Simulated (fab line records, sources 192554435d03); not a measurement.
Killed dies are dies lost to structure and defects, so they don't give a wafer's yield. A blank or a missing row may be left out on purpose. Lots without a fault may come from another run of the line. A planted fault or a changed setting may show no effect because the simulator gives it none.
fab line records | flow n5_finfet
record lots=3 wafers=9 last_day=18
route steps=1938 shown BEOL_M3@1012 BEOL_M4@1021 PASSIVATION@1936
lots that met no fault: from a run of the same line without faults
start_h: hours from the record's first day to the start of the lot's first wafer shown | wait_h: hours since the lot's step before | " the same as in the row above | L1.1+2: a row that stands for several wafers | - no value, or no start given | * or withheld: withheld | < > ~ a bound
route shown NAME@n: a module of which the file shows steps, and the number in the route of the first | usual: mean/standard deviation of fault-free wafers | same: alike in all rows | chamber/n: place in a boat | sites: the reading at each site | _std_site: their standard deviation | _edge_site: outer sites' mean less inner sites' | radius_mm: how far each site lies from the wafer's centre | mask NAME#n: copy n | behind: the tool/chamber that last shaped the wafer | hold: why the lot was held/for how many hours/how that ended | device: the transistor (n, p or np) that didn't switch | end of line: the same wafers' tests at the end of the route | a step without rows: its recipe alone | killed: dies lost to structure and defects at the first sort, not the wafer's yield | map: a wafer's dies, x killed, . not, _ none there
set.NAME: the setting as run; set.NAME@STEP: as run at that earlier step | model.NAME: the simulator's own value behind a step, which no gauge read
lots at some steps of the route; a table a step, a row a wafer
services: from which hour (start_h, from the record's first day; less than 0 if before it) a tool's chamber was out of use, for how many hours, and why
## steps
# step N5_BEOL_M3_ANNEAL_51
# recipe temp_c=225 time_s=90 ambient=N2
# step N5_BEOL_M3_CMP_52
# recipe stop_on=SiOC t_overpolish_s=6.8 down_force_psi=1 platen_rpm=50 clearing_platen_down_force_psi=1.5 clearing_platen_rpm=50 post_cmp_clean=cu_alkaline target_thk_nm=40 clearing_platen_pad_velocity_m_s=0.99484 pad_velocity_m_s=0.99484
# step N5_BEOL_M3_PRE_CLEAN_60
# recipe gas=NH3/H2 time_s=15 temp_c=* rf_power_w=300
# step N5_BEOL_M3_CO_CAP_55
# recipe material=Co target_thk_a=20 temp_c=200 precursor=CCTBA/H2 pressure_torr=30 time_s=102.1
# step N5_BEOL_M3_PRE_CLEAN_56
# recipe gas=NH3 time_s=15 temp_c=withheld rf_power_w=300
# step N5_BEOL_M3_DEP_57
# recipe material=SiCN target_thk_a=80 temp_c=withheld precursor=3MS/NH3 pressure_torr=3 rf_w=202 time_s=14
# step N5_BEOL_M4_ILD_DEP_00
# recipe material=SiOC target_thk_a=790 temp_c=350 precursor=DEMS/O2 pressure_torr=5 rf_w=500 time_s=15.3
# step N5_BEOL_M4_PECVD_72
# recipe material=SiO2 target_thk_a=160 temp_c=400 precursor=TEOS/O2 pressure_torr=5.5 rf_w=450 teos_flow_sccm=53.8 gas=O2 flow_sccm=3000 time_s=18
# step N5_BEOL_M4_HM_DEP_02
# recipe material=TiN target_thk_a=200 temp_c=25 chamber_pressure_pa=0.49996
# usual chamber_pressure_pa=0.4999/0.0011 substrate_temp_c=25.02/0.11 throttle_valve_pct=29.7/0.89
# columns lot.wafer tool chamber start_h wait_h chamber_pressure_pa substrate_temp_c throttle_valve_pct model.TiN_of_BEOL_M4_HM_DEP_02.thk_nm
L390.2 pvd_sputter-02 - 208.52 0.4 0.5009 25.09 27.7 19.6
L390.3 " - " " 0.5011 25.18 28.9 19.8
L390.5 " - " " 0.5008 25.10 29.3 20
L399.2 pvd_sputter-02 - 263.10 1.9 0.4988 25.09 30.6 20.4
L399.3 " - " " 0.5014 25.00 28.9 32.4
L399.4 " - " " 0.5001 25.08 28.1 19.8
L405.1 pvd_sputter-03 - 322.21 0.5 0.5006 25.04 29.3 20
L405.3 " - " " 0.4999 25.16 29.8 19.2
L405.4 " - " " 0.5004 24.82 29.2 20
# step N5_BEOL_M4_COAT_61
# recipe resist=SOC temp_c=250 time_s=60 spin_rpm=1500 resist_thk_nm=60
# step N5_BEOL_M4_COAT_62
# recipe resist=SiARC temp_c=220 time_s=60 spin_rpm=1500 resist_thk_nm=12
# step N5_BEOL_M4_COAT_73
# recipe resist=underlayer temp_c=205 time_s=60 spin_rpm=1500 resist_thk_nm=5
# step N5_BEOL_M4_COAT_05
# recipe resist=CAR-EUV spin_rpm=1500 resist_thk_nm=30
# step N5_BEOL_M4_EBR_07
# recipe solvent=PGMEA ebr_width_mm=1.5
# step N5_BEOL_M4_SOFTBAKE_06
# recipe temp_c=110 time_s=60 resist=CAR-EUV
# step N5_BEOL_M4_EXPOSE_08
# recipe mask_id=M4 na=0.33 source_shape=dipole sigma_inner=0.369 sigma_outer=0.767 polarization=unpolarized dose_mj=41.25
# step N5_BEOL_M4_PEB_09
# recipe peb_temp_c=100 peb_time_s=60 resist=CAR-EUV
# step N5_BEOL_M4_DEVELOP_10
# recipe develop_time_s=30 developer=TMAH resist=CAR-EUV rinse_liquid=surfactant_rinse dry=air_spin dev_temp_c=23
# step N5_BEOL_M4_DESCUM_16
# recipe chemistry=O2 time_s=7 source_power_w=50 bias_power_w=20 pressure_mtorr=20 rf_frequency_hz=2.712e+07 temp_c=40 resist=CAR-EUV o2_flow_sccm=225
# step N5_BEOL_M4_ETCH_74
# recipe chemistry=N2/H2 target=underlayer target_depth_a=65 mask_material=CAR-EUV time_s=5.2 ion_energy_ev=200 pressure_mtorr=30 source_w=840 bias_w=150 n2_flow_sccm=200 h2_flow_sccm=200 ends=cleared
# step N5_BEOL_M4_ETCH_63
# recipe chemistry=CF4 target=SiARC target_depth_a=156 mask_material=CAR-EUV time_s=26 ion_energy_ev=80 pressure_mtorr=40 source_w=545 bias_w=36 Ar_flow_sccm=100 cf4_flow_sccm=100 ends=cleared
# step N5_BEOL_M4_ETCH_64
# recipe chemistry=N2/H2 target=SOC target_depth_a=750 overetch_a=225 mask_material=SiARC temp_c=40 time_s=121.9 ion_energy_ev=200 pressure_mtorr=30 source_w=840 bias_w=150 n2_flow_sccm=200 h2_flow_sccm=200
# step N5_BEOL_M4_STRIP_65
# recipe chemistry=N2/H2 temp_c=40 n2_flow_sccm=200 h2_flow_sccm=200 rf_frequency_hz=6e+07
# step N5_BEOL_M4_STRIP_75
# recipe chemistry=N2/H2 temp_c=40 n2_flow_sccm=200 h2_flow_sccm=200 rf_frequency_hz=6e+07
# step N5_BEOL_M4_STRIP_66
# recipe chemistry=CF4 resist=SiARC power_w=300 bias_power_w=75 pressure_mtorr=50 cf4_flow_sccm=150 rf_frequency_hz=6e+07
# step N5_BEOL_M4_HM_OPEN_17
# recipe chemistry=Cl2/BCl3 target_depth_a=200 overetch_a=60 target=TiN mask_material=SOC ion_energy_ev=150 pressure_mtorr=10 icp_w=1000 bias_w=126 Cl2_flow_sccm=53.25 bcl3_flow_sccm=21.75 Ar_flow_sccm=25
# usual drypump_motor_current_A=5.8/0.36 oes_product_au=0.67/0.063 throttle_valve_pct=21.97/0.25
# columns lot.wafer tool chamber start_h wait_h drypump_motor_current_A oes_product_au rf_hours_counter_h throttle_valve_pct model.etch.depth_nm
L390.2 rie_metal-01 1 209.33 0.0 5.5 0.84 1 22.20 19.69
L390.3 " 0 " " 5.2 0.76 - 22.27 19.86
L390.5 " 0 " " 5.2 0.76 - 22.26 20
L399.2 rie_metal-03 0 264.37 0.0 5.6 0.65 49 21.88 20.35
L399.3 " 0 " " 5.6 0.75 - 21.69 25.98
L399.4 " 1 " " 5.9 0.65 - 22.22 19.86
L405.1 rie_metal-01 1 322.99 0.0 5.5 0.77 12 22.23 20.1
L405.3 " 1 " " 5.5 0.76 - 22.25 19.29
L405.4 " 0 " " 5.2 0.72 - 22.30 20.02
# step N5_BEOL_M4_STRIP_19
# recipe chemistry=O2 power_w=400 temp_c=40 pressure_mtorr=30 rf_frequency_hz=6e+07 bias_power_w=0 overash_fraction=0.2 o2_flow_sccm=225
# step N5_BEOL_M4_COAT_67
# recipe resist=SOC temp_c=250 time_s=60 spin_rpm=1500 resist_thk_nm=60
# step N5_BEOL_M4_COAT_68
# recipe resist=SiARC temp_c=220 time_s=60 spin_rpm=1500 resist_thk_nm=12
# step N5_BEOL_M4_COAT_76
# recipe resist=underlayer temp_c=205 time_s=60 spin_rpm=1500 resist_thk_nm=5
# step N5_BEOL_M4_COAT_22
# recipe resist=CAR-EUV spin_rpm=1500 resist_thk_nm=30
# step N5_BEOL_M4_EBR_24
# recipe solvent=PGMEA ebr_width_mm=1.5
# step N5_BEOL_M4_SOFTBAKE_23
# recipe temp_c=110 time_s=60 resist=CAR-EUV
# step N5_BEOL_M4_EXPOSE_25
# recipe mask_id=V3 na=0.33 source_shape=quasar sigma_inner=0.2 sigma_outer=0.8 polarization=unpolarized defocus_nm=5 dose_mj=63
# step N5_BEOL_M4_ETCHBACK_99
# recipe chemistry=CHF3 target=SiO2 target_depth_a=50 time_s=10.4 source_w=215 bias_w=47 Ar_flow_sccm=200 CHF3_flow_sccm=12 ion_energy_ev=100 pressure_mtorr=30
# usual drypump_motor_current_A=5.5/0.42 oes_product_au=0.79/0.066 rf_vpp_V=244/4.8 showerhead_plenum_p_Torr=2.19/0.077 throttle_valve_pct=17.07/0.25
# columns lot.wafer tool chamber start_h wait_h drypump_motor_current_A oes_product_au rf_hours_counter_h rf_vpp_V showerhead_plenum_p_Torr throttle_valve_pct
L390.2 rie_diel-02 1 211.97 1.7 5.0 0.78 108 243 2.28 17.14
L390.3 " 2 " " 6.3 0.83 64 238 2.30 17.11
L390.5 " 2 " " 6.3 0.82 - 237 2.30 17.14
L399.2 rie_diel-02 0 277.42 12.0 4.9 0.74 184 249 2.11 16.92
L399.3 " 2 " " 6.3 0.30 85 237 2.29 17.14
L399.4 " 3 " " 5.2 0.74 162 240 2.15 17.22
L405.1 rie_diel-05 1 325.37 0.9 5.6 0.72 187 250 2.24 16.80
L405.3 " 3 " " 5.1 0.79 130 247 2.15 17.15
L405.4 " 2 " " 5.2 0.90 35 239 2.18 16.67
# step N5_BEOL_M4_VIA_ETCH_34
# recipe chemistry=C4F6/O2 target_depth_a=694 mask_material=SOC pressure_mtorr=15 ion_energy_ev=250 taper_deg=4 time_s=65.9 source_w=350 bias_w=170 Ar_flow_sccm=300 C4F6_flow_sccm=10 O2_flow_sccm=10
# usual drypump_motor_current_A=5.5/0.42 oes_product_au=0.80/0.066 rf_vpp_V=674/13 showerhead_plenum_p_Torr=2.89/0.098 throttle_valve_pct=30.8/0.35
# columns lot.wafer tool chamber start_h wait_h drypump_motor_current_A oes_product_au rf_hours_counter_h rf_vpp_V showerhead_plenum_p_Torr throttle_valve_pct
L390.2 rie_diel-02 1 212.12 0.0 5.0 0.77 108 668 3.01 31.1
L390.3 " 2 " " 6.3 0.83 64 655 3.02 31.0
L390.5 " 2 " " 6.4 0.83 - 656 3.02 31.0
L399.2 rie_diel-02 0 277.56 0.0 4.9 0.75 184 687 2.80 30.6
L399.3 " 2 " " 6.4 0.31 85 655 3.01 30.9
L399.4 " 3 " " 5.2 0.75 162 665 2.84 30.7
L405.1 rie_diel-05 1 325.51 0.0 5.6 0.73 187 692 2.95 30.2
L405.3 " 3 " " 5.1 0.78 130 681 2.84 30.8
L405.4 " 2 " " 5.1 0.90 36 669 2.88 30.3
# step N5_BEOL_M4_TRENCH_ETCH_37
# recipe chemistry=C4F6/O2 target_depth_a=555.55 target=SiOC time_s=29.2 ion_energy_ev=250 pressure_mtorr=30 source_w=355 bias_w=185 Ar_flow_sccm=300 C4F6_flow_sccm=10 O2_flow_sccm=10
# usual drypump_motor_current_A=5.5/0.42 oes_product_au=0.80/0.067 rf_vpp_V=674/13 showerhead_plenum_p_Torr=2.89/0.098 throttle_valve_pct=20.86/0.28
# columns lot.wafer tool chamber start_h wait_h drypump_motor_current_A oes_product_au rf_hours_counter_h rf_vpp_V showerhead_plenum_p_Torr throttle_valve_pct model.TiN_of_BEOL_M4_HM_DEP_02.thk_nm
L390.2 rie_diel-02 1 - - 5.0 0.77 108 670 3.01 20.97 17.4
L390.3 " 2 " " 6.4 0.83 64 656 3.03 20.98 17.6
L390.5 " 2 " " 6.4 0.83 - 655 3.03 20.99 17.8
L399.2 rie_diel-02 0 - - 4.9 0.74 184 689 2.80 20.67 18
L399.3 " 2 " " 6.4 0.80 85 657 3.02 21.02 30
L399.4 " 3 " " 5.2 0.75 162 662 2.85 21.01 17.4
L405.1 rie_diel-05 1 - - 5.6 0.72 187 692 2.95 20.53 17.8
L405.3 " 3 " " 5.1 0.78 130 681 2.84 20.94 17
L405.4 " 2 " " 5.2 0.90 36 671 2.88 20.45 17.6
# step N5_BEOL_M4_OCD_MEAS_38
# usual trench_depth_nm=55.2/1.4
# columns lot.wafer tool chamber start_h wait_h trench_depth_nm
L390.2 ocd-02 - 212.37 - 52.6
L390.3 " - " " 54.4
L390.5 " - " " 55.3
L399.2 ocd-01 - 277.82 - 55.7
L399.3 " - " " -
L399.4 " - " " 56.5
L405.1 ocd-02 - 325.76 - 55.2
L405.3 " - " " 55.1
L405.4 " - " " 56.1
# step N5_BEOL_M4_CD_MEAS_35
# recipe target_cd_nm=18 target_cd_y_nm=22.4 polarity=opening
# usual cd_nm=18.1/0.42
# columns lot.wafer tool chamber start_h wait_h cd_nm
L390.2 cd_sem-02 - 212.57 0.0 17.9
L390.3 " - " " 17.8
L390.5 " - " " 17.9
L399.2 cd_sem-02 - 277.98 0.0 17.7
L399.3 " - " " -
L399.4 " - " " 17.7
L405.1 cd_sem-03 - 325.92 0.0 17.9
L405.3 " - " " 18.0
L405.4 " - " " 17.9
# step N5_BEOL_M4_RC_MEAS_101
# usual DIBL_N=37.4/2.1 DIBL_P=37.8/2.5 IOFF_N=0.19/0.045 IOFF_P=0.24/0.05 ION_N=682/16 ION_P=467/11 SS_N=71.9/0.67 SS_P=73.6/0.76 VT_N=247/3.6 VT_P=-248/3.6
# columns lot.wafer tool chamber start_h wait_h DIBL_N[mV/V] DIBL_P[mV/V] IOFF_N[nA/um] IOFF_P[nA/um] ION_N[uA/um] ION_P[uA/um] SS_N[mV/dec] SS_P[mV/dec] VT_N[mV] VT_P[mV]
L390.2 prober-01 0 217.81 0.2 40.1 40.0 0.25 0.29 682 461 72.8 74.2 244 -242
L390.3 " 0 " " 37.8 38.8 0.20 0.29 706 489 72.2 73.7 246 -242
L390.5 " 0 " " 39.9 40.3 0.26 0.32 705 475 72.5 74.4 244 -244
L399.2 prober-01 0 283.53 0.2 38.0 38.2 0.18 0.26 689 472 72.0 73.7 247 -247
L399.4 " 0 " " 36.9 36.4 0.15 0.21 686 474 72.1 72.7 249 -250
L405.1 prober-02 0 329.94 0.0 39.5 39.0 0.24 0.27 690 469 73.6 73.9 246 -248
L405.3 " 0 " " 34.4 33.8 0.12 0.18 667 463 71.6 72.9 252 -249
L405.4 " 0 " " 37.3 38.7 0.20 0.29 689 480 72.7 74.2 243 -243
# step N5_PASSIVATION_PROBE_49
# usual defect_limited_yield=90.9/1.6 killed_at_M0_to_M3=34/10 killed_at_M4_up=13/5.4 killed_at_contacts=13/6 killed_at_front_end=42/13 killed_at_other=4/3.2 killed_dies=107/18 killed_on_rim=14/4.2 killed_open=69/14 killed_short=35/7.7 sort_bin_4_leakage=0.02/0.17 sort_bin_5_function=5.3/1 sort_bin_6_memory=3.3/0.75 sort_n_pass=1073/19 sort_yield_pct=90.9/1.6
# same gross_dies=1180 killed_at_back_side=0 sort_bin_8_speed[%]=0
# columns lot.wafer tool chamber start_h wait_h defect_limited_yield[%] killed_at_M0_to_M3 killed_at_M4_up killed_at_contacts killed_at_front_end killed_at_other killed_dies killed_on_rim killed_open killed_short sort_bin_4_leakage[%] sort_bin_5_function[%] sort_bin_6_memory[%] sort_n_pass sort_yield_pct[%]
L399.2 prober-01 - 388.65 0.1 91.5 42 14 14 25 5 100 18 64 34 0 5.2 3.1 1080 91.5
L399.3 prober-01 - 388.70 0.1 0 43 1101 8 26 2 1180 152 77 23 0 96.4 3.3 0 0
L399.4 prober-01 - 388.75 0.2 90.6 51 17 10 25 8 111 17 66 41 0 5.3 3.8 1069 90.6
# killed by level:class
L399.2 BEOL_M0_SAQP:geometric_particle:open=14 BEOL_M0_SAQP:geometric_particle:short=12 STI_FIN_REVEAL:geometric_particle:open=9 MOL_CONTACT_COAG:geometric_particle:open=7 BEOL_M4:geometric_particle:open=7 MOL_CONTACT_COAG:geometric_particle:short=6 BEOL_M2:geometric_particle:open=6 FIN_SAQP:geometric_particle:short=5
L399.3 BEOL_M4:area_open=1077 BEOL_M4:geometric_particle:open=20 BEOL_M0_SAQP:geometric_particle:open=11 BEOL_M0_SAQP:geometric_particle:short=8 BEOL_M2:geometric_particle:open=7 FIN_SAQP:geometric_particle:open=6 MOL_CONTACT_COAG:geometric_particle:open=6 BEOL_M3:geometric_particle:open=6
L399.4 BEOL_M0_SAQP:geometric_particle:open=15 BEOL_M0_SAQP:geometric_particle:short=11 BEOL_M1:geometric_particle:open=9 GATE_CUT:geometric_particle:short=7 BEOL_M4:geometric_particle:open=7 PAD_METAL:geometric_particle:short=6 DUMMY_GATE:geometric_particle:open=5 MOL_CONTACT_COAG:geometric_particle:open=5
# map L399.3 (x killed, . not)
_________________xxxxxxxxxxxx________________
______________xxxxxxxxxxxxxxxxxx_____________
___________xxxxxxxxxxxxxxxxxxxxxxxx__________
__________xxxxxxxxxxxxxxxxxxxxxxxxxx_________
________xxxxxxxxxxxxxxxxxxxxxxxxxxxxxx_______
_______xxxxxxxxxxxxxxxxxxxxxxxxxxxxxxxx______
______xxxxxxxxxxxxxxxxxxxxxxxxxxxxxxxxxx_____
_____xxxxxxxxxxxxxxxxxxxxxxxxxxxxxxxxxxxx____
____xxxxxxxxxxxxxxxxxxxxxxxxxxxxxxxxxxxxxx___
___xxxxxxxxxxxxxxxxxxxxxxxxxxxxxxxxxxxxxxxx__
___xxxxxxxxxxxxxxxxxxxxxxxxxxxxxxxxxxxxxxxx__
__xxxxxxxxxxxxxxxxxxxxxxxxxxxxxxxxxxxxxxxxxx_
__xxxxxxxxxxxxxxxxxxxxxxxxxxxxxxxxxxxxxxxxxx_
_xxxxxxxxxxxxxxxxxxxxxxxxxxxxxxxxxxxxxxxxxxxx
_xxxxxxxxxxxxxxxxxxxxxxxxxxxxxxxxxxxxxxxxxxxx
_xxxxxxxxxxxxxxxxxxxxxxxxxxxxxxxxxxxxxxxxxxxx
_xxxxxxxxxxxxxxxxxxxxxxxxxxxxxxxxxxxxxxxxxxxx
_xxxxxxxxxxxxxxxxxxxxxxxxxxxxxxxxxxxxxxxxxxxx
_xxxxxxxxxxxxxxxxxxxxxxxxxxxxxxxxxxxxxxxxxxxx
_xxxxxxxxxxxxxxxxxxxxxxxxxxxxxxxxxxxxxxxxxxxx
_xxxxxxxxxxxxxxxxxxxxxxxxxxxxxxxxxxxxxxxxxxxx
__xxxxxxxxxxxxxxxxxxxxxxxxxxxxxxxxxxxxxxxxxx_
__xxxxxxxxxxxxxxxxxxxxxxxxxxxxxxxxxxxxxxxxxx_
___xxxxxxxxxxxxxxxxxxxxxxxxxxxxxxxxxxxxxxxx__
___xxxxxxxxxxxxxxxxxxxxxxxxxxxxxxxxxxxxxxxx__
____xxxxxxxxxxxxxxxxxxxxxxxxxxxxxxxxxxxxxx___
_____xxxxxxxxxxxxxxxxxxxxxxxxxxxxxxxxxxxx____
______xxxxxxxxxxxxxxxxxxxxxxxxxxxxxxxxxx_____
_______xxxxxxxxxxxxxxxxxxxxxxxxxxxxxxxx______
________xxxxxxxxxxxxxxxxxxxxxxxxxxxxxx_______
__________xxxxxxxxxxxxxxxxxxxxxxxxxx_________
___________xxxxxxxxxxxxxxxxxxxxxxxx__________
______________xxxxxxxxxxxxxxxxxx_____________
_________________xxxxxxxxxxxx________________
# map L390.2 (x killed, . not)
_________________..x...x.....________________
______________...........x......_____________
___________.........x...x..........__________
__________........x................._________
________.............................._______
_______.x....x............x.......x....______
______..............................x..._____
_____.........x..................x...xx..____
____........x..x..........x...............___
___.....xx.........x......x...............x__
___...........x.....x......x..x...x..x.....__
__.x...........xx.x..x.........x..x........._
__.........x.......x...x..x..x.......x......_
_.........x....x.....x.x..........x..........
_............x...............................
_.x.......x..................xx....xx........
_....x..................x....................
_.......x................................x.x.
_..x.....x..x............x.....x.............
_..............x...x......x..x..x............
_....x..............xx.......................
__..............................xx........x._
__.............x.x....x..............x......_
___x..........x........................x...__
___....x...........xxx.......x.....x.....x.__
____............................x.........___
_____.x...x......x......x....x.x.........____
______...............x.................._____
_______..........x...x.................______
________.......x......x..............x_______
__________...x.xx...x............xx._________
___________.x........x..x.......x..__________
______________.x..............x._____________
_________________............________________
## services
# columns tool chamber start_h hours kind
rie_diel-05 2 185.33 - clean
rie_diel-05 2 185.33 - consumable_replace:focus_ring
rie_diel-05 2 185.33 22.6 scheduled_down
rie_diel-05 2 185.33 22.6 vent_cycle
rie_diel-02 - 201.05 2.8 pm
rie_diel-05 3 264.39 4.8 repair
rie_metal-01 - 272.73 0.1 repair
rie_diel-05 - 272.79 2.8 pm
rie_diel-05 0 301.41 5.1 repair
pvd_sputter-02 - 305.99 6.3 repair
rie_diel-02 2 322.94 2.0 repair
## key
first_sign step=N5_BEOL_M4_ETCHBACK_99 reading=oes_product_au direction=down sigmas=7.4 usual=0.79 struck=0.30
effect step=N5_BEOL_M4_VIA_ETCH_34 reading=oes_product_au direction=down sigmas=7.3 usual=0.80 struck=0.31
effect step=N5_BEOL_M4_OCD_MEAS_38 reading=trench_depth_nm direction=missing
effect step=N5_BEOL_M4_CD_MEAS_35 reading=cd_nm direction=missing
effect step=N5_PASSIVATION_PROBE_49 reading=killed_at_M4_up direction=up sigmas=99+ usual=13 struck=1101
model_effect step=N5_BEOL_M4_HM_DEP_02 value=TiN_of_BEOL_M4_HM_DEP_02.thk_nm without=19.8 struck=32.4
model_effect step=N5_BEOL_M4_HM_OPEN_17 value=etch.depth_nm without=19.83 struck=25.98
model_effect step=N5_BEOL_M4_TRENCH_ETCH_37 value=TiN_of_BEOL_M4_HM_DEP_02.thk_nm without=17.6 struck=30
more_kills_born_at N5_BEOL_M4_HM_OPEN_17@rie_metal-03=1077
met_at N5_BEOL_M4_HM_DEP_02
struck_wafers L399.3
later_rows_left_out L399.3
onset_between 208.52 263.10
fault kind=process_parameter_drift tool=pvd_sputter-02 chamber=- onset_h=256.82 steps=N5_BEOL_M4_HM_DEP_02 channel=target_thk_a offset=* shape=step end_h=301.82 scope=struck_wafers_only acts_in=* stated=*
# later_rows_left_out: the simulator's readings of these wafers behind a module that went badly wrong aren't trusted and aren't shown, but for the sort
